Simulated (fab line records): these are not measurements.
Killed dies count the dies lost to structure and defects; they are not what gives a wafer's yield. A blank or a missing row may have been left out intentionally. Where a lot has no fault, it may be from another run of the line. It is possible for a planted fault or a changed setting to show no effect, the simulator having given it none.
Lot-split experiment + flow n5_finfet + 21 wafers read from 7 lots, route of 1938 steps

== THE SPLIT ==
At N5_BEOL_M1_TRENCH_ETCH_37 (etches SiOC in C4F6/O2, target depth 55.207 nm, time 29 s), the setting time_s was moved away from the recipe's 29 s on 8 of the 21 wafers read, by -21.4% to +20.6%. The other wafers ran this setting at the recipe's value.

== FROM THE SPLIT TO THE READING: what the file shows between them, 2 steps ==
- N5_BEOL_M1_ETCH_41: etches SiCN in CH3F/O2, target depth 31.9 nm, time 57.8 s
- N5_BEOL_M1_STRIP_97: strips in N2/H2, time 10 s

== THE READING ==
trench_depth_nm, in nm, at N5_BEOL_M1_OCD_MEAS_38. A value of 55.0 nm with a standard deviation of 0.75 nm is what fault-free wafers of this fab line usually give.

| wafer  | tool, chamber at the split | time_s as run, s | against the recipe | trench_depth_nm, nm | against lot-mates on the recipe |
|--------|----------------------------|------------------|--------------------|---------------------|---------------------------------|
| L077.1 | rie_diel-02, 1             | 34.96            | +20.6%             | 66.3                | +11.8                           |
| L077.2 | rie_diel-02, 0             | 29               | recipe             | 53.9                | -                               |
| L077.6 | rie_diel-02, 1             | 29               | recipe             | 55.1                | -                               |
| L080.1 | rie_diel-02, 3             | 29               | recipe             | 55.4                | -                               |
| L080.3 | rie_diel-02, 1             | 32.08            | +10.6%             | 62.2                | +6.8                            |
| L080.4 | rie_diel-02, 0             | 32.08            | +10.6%             | 61.2                | +5.8                            |
| L081.1 | rie_diel-05, 3             | 29               | recipe             | 53.7                | -                               |
| L081.4 | rie_diel-05, 1             | 31.83            | +9.8%              | 60.8                | +7.1                            |
| L081.6 | rie_diel-05, 0             | 31.83            | +9.8%              | 60.2                | +6.5                            |
| L086.1 | rie_diel-05, 2             | 29               | recipe             | 54.3                | -                               |
| L086.3 | rie_diel-05, 3             | 29               | recipe             | 54.0                | -                               |
| L086.5 | rie_diel-05, 3             | 22.78            | -21.4%             | 42.4                | -11.8                           |
| L090.2 | rie_diel-02, 1             | 29               | recipe             | 55.6                | -                               |
| L090.3 | rie_diel-02, 3             | 26.24            | -9.5%              | 50.1                | -5.5                            |
| L090.5 | rie_diel-02, 1             | 26.24            | -9.5%              | 49.8                | -5.8                            |
| L092.2 | rie_diel-05, 2             | 29               | recipe             | 56.6                | -                               |
| L092.4 | rie_diel-05, 3             | 29               | recipe             | 54.0                | -                               |
| L092.6 | rie_diel-05, 0             | 29               | recipe             | 55.3                | -                               |
| L096.1 | rie_diel-02, 3             | 29               | recipe             | 54.9                | -                               |
| L096.2 | rie_diel-02, 0             | 29               | recipe             | 54.4                | -                               |
| L096.6 | rie_diel-02, 2             | 29               | recipe             | 54.9                | -                               |

FIT RESULTS
A straight line over all 21 wafers: trench_depth_nm changes by +0.575 nm for each +1% of time_s; r = +0.99; the points scatter about the line by 0.76 nm.
The same after taking each lot's own level away (the mean of its wafers on the recipe; 21 wafers): +0.585 nm for each +1%; r = +0.99; scatter 0.64 nm.
The reading moves by 13 nm for the largest change in time_s, on that fit.
Measured against the standard deviation above, the lots' own levels, which go from 53.70 to 55.60 nm, span 2.5 times it.
The two slopes are in agreement: the lot-to-lot level therefore moves the slope only a little.
Check: for one of the wafers moved furthest among these (-21.4%), held out of the fit, the line's prediction against its lot-mates is -12.9 nm. Against them it came out at -11.8 nm.

== FURTHER SPLITS ON THESE WAFERS ==
These wafers also went through other splits before the reading. Each is held against what the fit with the lots' levels taken away leaves over:
| other split on the same wafers    | wafers away from the commonest value | r with trench_depth_nm (lot level and that fit taken away) |
|-----------------------------------|--------------------------------------|------------------------------------------------------------|
| N5_BEOL_M0_SAQP_EXPOSE_37 dose_mj | 7                                    | -0.35                                                      |
| N5_BEOL_M0_ETCH_138 source_w      | 9                                    | +0.11                                                      |
| N5_BEOL_M0_ETCH_128 source_w      | 4                                    | -0.24                                                      |
| N5_BEOL_M1_ALD_98 ald_cycles      | 6                                    | +0.15                                                      |

== THE WHOLE CHAIN: every reading that the file lists as answering this split, in the file's order ==
| step                      | what it does                                              | reading                                                                   | change (the file's fit)               | r (the file's) |
|---------------------------|-----------------------------------------------------------|---------------------------------------------------------------------------|---------------------------------------|----------------|
| N5_BEOL_M1_TRENCH_ETCH_37 | etches SiOC in C4F6/O2, target depth 55.207 nm, time 29 s | BEOL_M1.feature_depth_nm (the simulator's own value, which no gauge read) | +0.577 nm for each +1% of the setting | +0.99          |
| N5_BEOL_M1_TRENCH_ETCH_37 | etches SiOC in C4F6/O2, target depth 55.207 nm, time 29 s | etch.depth_nm (the simulator's own value, which no gauge read)            | +0.576 nm for each +1% of the setting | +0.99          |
| N5_BEOL_M1_OCD_MEAS_38    |                                                           | trench_depth_nm                                                           | +0.578 nm for each +1% of the setting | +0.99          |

== THE FILE'S OWN FIT ==
trench_depth_nm changes by +0.578 nm for each +1% of time_s, r = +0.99.
